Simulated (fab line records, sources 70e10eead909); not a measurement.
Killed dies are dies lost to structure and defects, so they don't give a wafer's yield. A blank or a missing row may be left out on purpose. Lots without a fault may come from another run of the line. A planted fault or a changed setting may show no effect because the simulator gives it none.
Chamber matching | flow nand_harc | NHARC_A_SGD_CUT_DESCUM_14 on rie_diel-13: 4 sister chambers
The step chemistry O2, time 3 s. 4 wafers are shown with their chamber, then 8 later ones without.

WAFERS WITH THEIR CHAMBER
wafer  | chamber | drypump_motor_current_A (A)
L076.6 | 0       | 6.7
L080.6 | 1       | 5.1
L090.3 | 2       | 5.3
L091.4 | 3       | 6.3

WAFERS WITHOUT THEIR CHAMBER
wafer  | drypump_motor_current_A (A)
L091.5 | 6.2
L091.6 | 6.7
L094.2 | 6.2
L094.3 | 5.1
L094.5 | 5.3
L097.1 | 6.7
L097.2 | 5.1
L097.4 | 6.2

WHICH CHAMBER EACH WENT THROUGH
wafer  | from the rows above | in truth
L091.5 | 3                   | 3
L091.6 | 0                   | 0
L094.2 | 3                   | 3
L094.3 | 1                   | 1
L094.5 | 2                   | 2
L097.1 | 0                   | 0
L097.2 | 1                   | 1
L097.4 | 3                   | 3
Placed correctly: 8 of 8. Can't be placed from these rows: 0. Placed wrongly: 0.
How it was worked out, from the rows above alone: a wafer's distance from a chamber is the root of the sum, over the readings, of the square of ((its reading less the chamber's mean) divided by the reading's scatter). The wafer belongs to the nearest chamber; if the next one is less than 2 further off, it can't be placed. A chamber's mean is the mean of its shown wafers. The scatter: with one shown wafer a chamber, the root of the mean of the squares of how far each hidden wafer lies from its nearest shown one.
